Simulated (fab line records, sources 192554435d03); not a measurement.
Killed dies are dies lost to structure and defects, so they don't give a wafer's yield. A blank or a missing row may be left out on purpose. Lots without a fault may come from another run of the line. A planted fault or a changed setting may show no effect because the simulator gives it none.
Chamber matching | flow n5_finfet | N5_SD_EPI_P_ETCH_16 on rie_diel-04: 4 sister chambers
The step etches SiO2 in CHF3/O2, target depth 5 nm. 4 wafers are shown with their chamber, then 8 later ones without.

WAFERS WITH THEIR CHAMBER
wafer  | chamber | showerhead_plenum_p_Torr (Torr)
L088.6 | 3       | 2.43
L089.2 | 0       | 2.37
L089.6 | 1       | 2.49
L091.1 | 2       | 2.34

WAFERS WITHOUT THEIR CHAMBER
wafer  | showerhead_plenum_p_Torr (Torr)
L091.4 | 2.37
L091.6 | 2.49
L094.1 | 2.33
L094.5 | 2.33
L094.6 | 2.49
L095.2 | 2.42
L095.5 | 2.33
L095.6 | 2.49

WHICH CHAMBER EACH WENT THROUGH
wafer  | from the rows above | in truth
L091.4 | 0                   | 0
L091.6 | 1                   | 1
L094.1 | 2                   | 2
L094.5 | 2                   | 2
L094.6 | 1                   | 1
L095.2 | 3                   | 3
L095.5 | 2                   | 2
L095.6 | 1                   | 1
Placed correctly: 8 of 8. Can't be placed from these rows: 0. Placed wrongly: 0.
How it was worked out, from the rows above alone: a wafer's distance from a chamber is the root of the sum, over the readings, of the square of ((its reading less the chamber's mean) divided by the reading's scatter). The wafer belongs to the nearest chamber; if the next one is less than 2 further off, it can't be placed. A chamber's mean is the mean of its shown wafers. The scatter: with one shown wafer a chamber, the root of the mean of the squares of how far each hidden wafer lies from its nearest shown one.
